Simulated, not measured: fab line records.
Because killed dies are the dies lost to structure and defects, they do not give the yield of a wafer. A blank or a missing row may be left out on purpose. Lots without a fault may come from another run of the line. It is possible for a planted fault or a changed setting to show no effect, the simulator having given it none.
2 desks, one fault | flow n5-finfet | each desk has only its own numbers; what lay behind them comes last

METROLOGY DESK
Means of the sampled wafers that have a number, per lot and without regard to the tool the lot ran on: this is what the gauges read. If a lot's mean is further than 4 standard deviations from the usual mean, the lot is out of limits and carries the mark OUT (the distance appears in the brackets). 7 of its 12 readings are shown, namely those furthest out on some lot.
Columns: A = DIBL_P at N5_BEOL_M4_RC_MEAS_101, usual 35.6 mV/V; B = IOFF_N at N5_BEOL_M4_RC_MEAS_101, usual 0.149 nA/um; C = IOFF_P at N5_BEOL_M4_RC_MEAS_101, usual 0.20 nA/um; D = ION_P at N5_BEOL_M4_RC_MEAS_101, usual 460 uA/um; E = SS_P at N5_BEOL_M4_RC_MEAS_101, usual 73.2 mV/dec; F = VT_N at N5_BEOL_M4_RC_MEAS_101, usual 251 mV; G = VT_P at N5_BEOL_M4_RC_MEAS_101, usual -251 mV
lot  | first seen here | A    | B     | C    | D   | E    | F   | G
L986 | day 6 15:50     | 35.0 | 0.125 | 0.16 | 450 | 73.3 | 255 | -256
L988 | day 7 04:05     | 35.1 | 0.126 | 0.16 | 456 | 72.7 | 254 | -257
L994 | day 8 15:01     | 40.4 | 0.189 | 0.26 | 475 | 74.3 | 248 | -246
L997 | day 9 13:55     | 33.5 | 0.131 | 0.21 | 459 | 73.3 | 252 | -248
L105 | day 11 09:15    | 34.4 | 0.137 | 0.20 | 460 | 73.1 | 251 | -250
L106 | day 11 10:29    | 34.7 | 0.131 | 0.21 | 468 | 73.2 | 253 | -250
L107 | day 11 13:41    | 37.0 | 0.211 | 0.25 | 464 | 74.8 | 246 | -250
Result from this desk: across the 7 lots, nothing is out of limits.

AT THE TOOL OWNER'S DESK: pecvd-04
The tool's own readings at N5_BEOL_M1_DEP_57 (deposits SiCN from 3MS/NH3, target thk 8 nm, time 14 s): means of the sampled wafers that have a number, for each lot that ran on this tool. If a lot's mean is further than 4 standard deviations from the usual mean, the lot is out of limits and carries the mark OUT (the distance appears in the brackets).
Columns: A = showerhead-plenum-p-Torr at N5_BEOL_M1_DEP_57, usual 3.659 Torr; B = throttle-valve-pct at N5_BEOL_M1_DEP_57, usual 9.0 %
lot  | first seen here | A     | B
L988 | day 7 04:16     | 3.661 | 9.0
L105 | day 11 09:27    | 3.655 | 9.5
L106 | day 11 10:41    | 3.659 | 9.6
L107 | day 11 13:53    | 3.670 | 9.3
Result from this desk: across the 4 lots, nothing is out of limits.

TAKEN TOGETHER
Nothing out of limits was seen by the metrology desk.
The tool owner's desk saw nothing out of limits.

WHAT THE SIMULATOR HAD PUT IN
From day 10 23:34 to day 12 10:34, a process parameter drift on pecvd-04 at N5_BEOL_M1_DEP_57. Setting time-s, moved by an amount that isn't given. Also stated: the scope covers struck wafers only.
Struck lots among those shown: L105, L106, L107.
